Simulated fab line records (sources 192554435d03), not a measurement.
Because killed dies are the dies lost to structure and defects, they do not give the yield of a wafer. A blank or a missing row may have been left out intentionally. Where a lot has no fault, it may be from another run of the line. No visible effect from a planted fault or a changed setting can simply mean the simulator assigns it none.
Split-lot experiment :: flow n5 finfet :: on a route of 1938 steps: 7 lots, 39 wafers read

ON THE SPLIT
At N5_BEOL_M1_ILD_DEP_00 (deposits SiOC from DEMS/O2, target thk 79 nm, time 15.3 s), the setting target thk a was moved away from the recipe's 790 angstrom on 15 of the 39 wafers read, by -54.9% to +29.1%. For the rest of the wafers, this setting stayed at what the recipe calls for.

The file shows no step between the split and the reading.

THE READING
At N5_BEOL_M1_THK_MEAS_01: M1_ILD_THK, given in nm. Fault-free wafers of this fab line usually give 78.9 nm, standard deviation 0.93 nm.

wafer: L076.1
tool, chamber at the split: pecvd-01, 1
target thk a as run, angstrom: 790
against the recipe: recipe
M1_ILD_THK, nm: 77.5
against lot-mates on the recipe: -

wafer: L076.2
tool, chamber at the split: pecvd-01, 0
target thk a as run, angstrom: 790
against the recipe: recipe
M1_ILD_THK, nm: 77.7
against lot-mates on the recipe: -

wafer: L076.3
tool, chamber at the split: pecvd-01, 2
target thk a as run, angstrom: 356.4
against the recipe: -54.9%
M1_ILD_THK, nm: 35.0
against lot-mates on the recipe: -42.8

wafer: L076.4
tool, chamber at the split: pecvd-01, 0
target thk a as run, angstrom: 790
against the recipe: recipe
M1_ILD_THK, nm: 78.3
against lot-mates on the recipe: -

wafer: L076.5
tool, chamber at the split: pecvd-01, 1
target thk a as run, angstrom: 356.4
against the recipe: -54.9%
M1_ILD_THK, nm: 34.8
against lot-mates on the recipe: -43.0

wafer: L076.6
tool, chamber at the split: pecvd-01, 2
target thk a as run, angstrom: 356.4
against the recipe: -54.9%
M1_ILD_THK, nm: 35.8
against lot-mates on the recipe: -42.0

wafer: L077.1
tool, chamber at the split: pecvd-01, 1
target thk a as run, angstrom: 1012
against the recipe: +28.1%
M1_ILD_THK, nm: 101.2
against lot-mates on the recipe: +20.4

wafer: L077.2
tool, chamber at the split: pecvd-01, 2
target thk a as run, angstrom: 1012
against the recipe: +28.1%
M1_ILD_THK, nm: 102.3
against lot-mates on the recipe: +21.5

wafer: L077.3
tool, chamber at the split: pecvd-01, 0
target thk a as run, angstrom: 790
against the recipe: recipe
M1_ILD_THK, nm: 80.5
against lot-mates on the recipe: -

wafer: L077.4
tool, chamber at the split: pecvd-01, 2
target thk a as run, angstrom: 790
against the recipe: recipe
M1_ILD_THK, nm: 80.1
against lot-mates on the recipe: -

wafer: L077.5
tool, chamber at the split: pecvd-01, 1
target thk a as run, angstrom: 790
against the recipe: recipe
M1_ILD_THK, nm: 81.9
against lot-mates on the recipe: -

wafer: L077.6
tool, chamber at the split: pecvd-01, 0
target thk a as run, angstrom: 1012
against the recipe: +28.1%
M1_ILD_THK, nm: 103.9
against lot-mates on the recipe: +23.1

wafer: L079.1
tool, chamber at the split: pecvd-02, 2
target thk a as run, angstrom: 919.8
against the recipe: +16.4%
M1_ILD_THK, nm: 90.9
against lot-mates on the recipe: +12.1

wafer: L079.2
tool, chamber at the split: pecvd-02, 0
target thk a as run, angstrom: 790
against the recipe: recipe
M1_ILD_THK, nm: 77.9
against lot-mates on the recipe: -

wafer: L079.3
tool, chamber at the split: pecvd-02, 0
target thk a as run, angstrom: 790
against the recipe: recipe
M1_ILD_THK, nm: 79.6
against lot-mates on the recipe: -

wafer: L079.4
tool, chamber at the split: pecvd-02, 2
target thk a as run, angstrom: 919.8
against the recipe: +16.4%
M1_ILD_THK, nm: 91.8
against lot-mates on the recipe: +13.0

wafer: L079.5
tool, chamber at the split: pecvd-02, 2
target thk a as run, angstrom: 919.8
against the recipe: +16.4%
M1_ILD_THK, nm: 92.1
against lot-mates on the recipe: +13.3

wafer: L079.6
tool, chamber at the split: pecvd-02, 0
target thk a as run, angstrom: 790
against the recipe: recipe
M1_ILD_THK, nm: 78.9
against lot-mates on the recipe: -

wafer: L081.1
tool, chamber at the split: pecvd-04, 1,2
target thk a as run, angstrom: 790
against the recipe: recipe
M1_ILD_THK, nm: 78.3
against lot-mates on the recipe: -

wafer: L081.2
tool, chamber at the split: pecvd-04, 1,2
target thk a as run, angstrom: 790
against the recipe: recipe
M1_ILD_THK, nm: 78.4
against lot-mates on the recipe: -

wafer: L081.6
tool, chamber at the split: pecvd-04, 2
target thk a as run, angstrom: 790
against the recipe: recipe
M1_ILD_THK, nm: 80.2
against lot-mates on the recipe: -

wafer: L089.1
tool, chamber at the split: pecvd-01, 2
target thk a as run, angstrom: 790
against the recipe: recipe
M1_ILD_THK, nm: 78.7
against lot-mates on the recipe: -

wafer: L089.2
tool, chamber at the split: pecvd-01, 1
target thk a as run, angstrom: 790
against the recipe: recipe
M1_ILD_THK, nm: 79.1
against lot-mates on the recipe: -

wafer: L089.3
tool, chamber at the split: pecvd-01, 0
target thk a as run, angstrom: 790
against the recipe: recipe
M1_ILD_THK, nm: 79.1
against lot-mates on the recipe: -

wafer: L089.4
tool, chamber at the split: pecvd-01, 1
target thk a as run, angstrom: 790
against the recipe: recipe
M1_ILD_THK, nm: 79.8
against lot-mates on the recipe: -

wafer: L089.5
tool, chamber at the split: pecvd-01, 0
target thk a as run, angstrom: 790
against the recipe: recipe
M1_ILD_THK, nm: 80.3
against lot-mates on the recipe: -

wafer: L089.6
tool, chamber at the split: pecvd-01, 2
target thk a as run, angstrom: 790
against the recipe: recipe
M1_ILD_THK, nm: 80.0
against lot-mates on the recipe: -

wafer: L090.1
tool, chamber at the split: pecvd-01, 0
target thk a as run, angstrom: 790
against the recipe: recipe
M1_ILD_THK, nm: 78.4
against lot-mates on the recipe: -

wafer: L090.2
tool, chamber at the split: pecvd-01, 2,1
target thk a as run, angstrom: 604.4
against the recipe: -23.5%
M1_ILD_THK, nm: 60.0
against lot-mates on the recipe: -19.0

wafer: L090.3
tool, chamber at the split: pecvd-01, 1
target thk a as run, angstrom: 604.4
against the recipe: -23.5%
M1_ILD_THK, nm: 59.7
against lot-mates on the recipe: -19.3

wafer: L090.4
tool, chamber at the split: pecvd-01, 2
target thk a as run, angstrom: 790
against the recipe: recipe
M1_ILD_THK, nm: 79.4
against lot-mates on the recipe: -

wafer: L090.5
tool, chamber at the split: pecvd-01, 0
target thk a as run, angstrom: 790
against the recipe: recipe
M1_ILD_THK, nm: 79.2
against lot-mates on the recipe: -

wafer: L090.6
tool, chamber at the split: pecvd-01, 2,1
target thk a as run, angstrom: 604.4
against the recipe: -23.5%
M1_ILD_THK, nm: 60.0
against lot-mates on the recipe: -19.0

wafer: L095.1
tool, chamber at the split: pecvd-01, 2
target thk a as run, angstrom: 790
against the recipe: recipe
M1_ILD_THK, nm: 76.9
against lot-mates on the recipe: -

wafer: L095.2
tool, chamber at the split: pecvd-01, 0
target thk a as run, angstrom: 790
against the recipe: recipe
M1_ILD_THK, nm: 77.6
against lot-mates on the recipe: -

wafer: L095.3
tool, chamber at the split: pecvd-01, 1
target thk a as run, angstrom: 1020
against the recipe: +29.1%
M1_ILD_THK, nm: 99.1
against lot-mates on the recipe: +21.3

wafer: L095.4
tool, chamber at the split: pecvd-01, 1
target thk a as run, angstrom: 1020
against the recipe: +29.1%
M1_ILD_THK, nm: 102.2
against lot-mates on the recipe: +24.4

wafer: L095.5
tool, chamber at the split: pecvd-01, 0
target thk a as run, angstrom: 790
against the recipe: recipe
M1_ILD_THK, nm: 79.0
against lot-mates on the recipe: -

wafer: L095.6
tool, chamber at the split: pecvd-01, 2
target thk a as run, angstrom: 1020
against the recipe: +29.1%
M1_ILD_THK, nm: 102.4
against lot-mates on the recipe: +24.6
The file does not say which wafer passed through which chamber wherever a row lists several chambers: such a row stands for several wafers.

FIT RESULTS
A straight line over all 39 wafers: M1_ILD_THK changes by +0.798 nm for each +1% of target thk a; r = +1.00; the points scatter about the line by 1.2 nm.
The same after taking each lot's own level away (the mean of its wafers on the recipe; 39 wafers): +0.784 nm for each +1%; r = +1.00; scatter 0.84 nm.
According to that fit, moving target thk a by its largest amount changes the reading by 43 nm.
The span of the lots' own levels, 77.83 to 80.83 nm, comes to 3.2 times the standard deviation stated above.
Hence the lot-to-lot level has little effect on the slope; both slopes agree.
Check: with one of the wafers moved furthest among these (-54.9%) left out of the fit, the line predicts -43.1 nm for it against its lot-mates. It came out at -42.8 nm against them.

THESE WAFERS: OTHER SPLITS
These wafers also went through other splits before the reading. Each is held against what the fit with the lots' levels taken away leaves over:
other split on the same wafers: N5_FIN_SAQP_ETCH_65 time s
wafers away from the commonest value: 12
r with M1_ILD_THK (lot level and that fit taken away): -0.15

other split on the same wafers: N5_ILD0_PRECLEAN_10 time s
wafers away from the commonest value: 15
r with M1_ILD_THK (lot level and that fit taken away): -0.11

THE WHOLE CHAIN: every reading that the file lists as answering this split, in the file's order
step: N5_BEOL_M1_ILD_DEP_00
what it does: deposits SiOC from DEMS/O2, target thk 79 nm, time 15.3 s
reading: SiOC_of_BEOL_M1_ILD_DEP_00.thk nm (the simulator's own value, which no gauge read)
change (the file's fit): +0.784 nm for each +1% of the setting
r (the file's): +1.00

step: N5_BEOL_M1_THK_MEAS_01
what it does: 
reading: M1_ILD_THK
change (the file's fit): +0.784 for each +1% of the setting
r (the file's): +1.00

THE FILE'S OWN FIT
M1_ILD_THK changes by +0.784 nm for each +1% of target thk a, r = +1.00.
